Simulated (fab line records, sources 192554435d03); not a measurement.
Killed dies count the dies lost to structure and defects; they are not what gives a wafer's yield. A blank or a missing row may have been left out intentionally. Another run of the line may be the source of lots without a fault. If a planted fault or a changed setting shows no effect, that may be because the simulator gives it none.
Chamber matching / flow n5_finfet / 4 sister chambers for N5_MOL_CONTACT_COAG_ALD_123 on ald_sin-03
The step deposits SiNx, target thk 5 nm, pulse time 1 s, purge time 2 s. 4 wafers are shown with their chamber, then 8 later ones without.

WAFERS WITH THEIR CHAMBER
wafer=L081.6; chamber=0; heater_power_w (W)=892
wafer=L084.3; chamber=2; heater_power_w (W)=866
wafer=L084.6; chamber=1; heater_power_w (W)=1031
wafer=L087.3; chamber=3; heater_power_w (W)=734

WAFERS WITHOUT THEIR CHAMBER
wafer=L087.5; heater_power_w (W)=840
wafer=L087.6; heater_power_w (W)=706
wafer=L093.2; heater_power_w (W)=846
wafer=L093.3; heater_power_w (W)=835
wafer=L093.4; heater_power_w (W)=1025
wafer=L096.4; heater_power_w (W)=871
wafer=L096.5; heater_power_w (W)=855
wafer=L096.6; heater_power_w (W)=745

WHICH CHAMBER EACH WENT THROUGH
wafer=L087.5; from the rows above=can't be placed: 2 or 0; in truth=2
wafer=L087.6; from the rows above=3; in truth=3
wafer=L093.2; from the rows above=can't be placed: 2 or 0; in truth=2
wafer=L093.3; from the rows above=can't be placed: 2 or 0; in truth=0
wafer=L093.4; from the rows above=1; in truth=1
wafer=L096.4; from the rows above=can't be placed: 2 or 0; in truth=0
wafer=L096.5; from the rows above=can't be placed: 2 or 0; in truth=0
wafer=L096.6; from the rows above=3; in truth=3
Placed correctly: 3 of 8. These rows do not allow placing 5 (true chamber among the candidates in 5). 0 placed wrongly.
How it was worked out, from the rows above alone: a wafer's distance from a chamber is the root of the sum, over the readings, of the square of ((its reading less the chamber's mean) divided by the reading's scatter). The wafer belongs to the nearest chamber; if the next one is less than 2 further off, it can't be placed. A chamber's mean is the mean of its shown wafers. The scatter (one wafer shown for each chamber): square how far every hidden wafer sits from the nearest shown wafer, average those squares and take the square root.
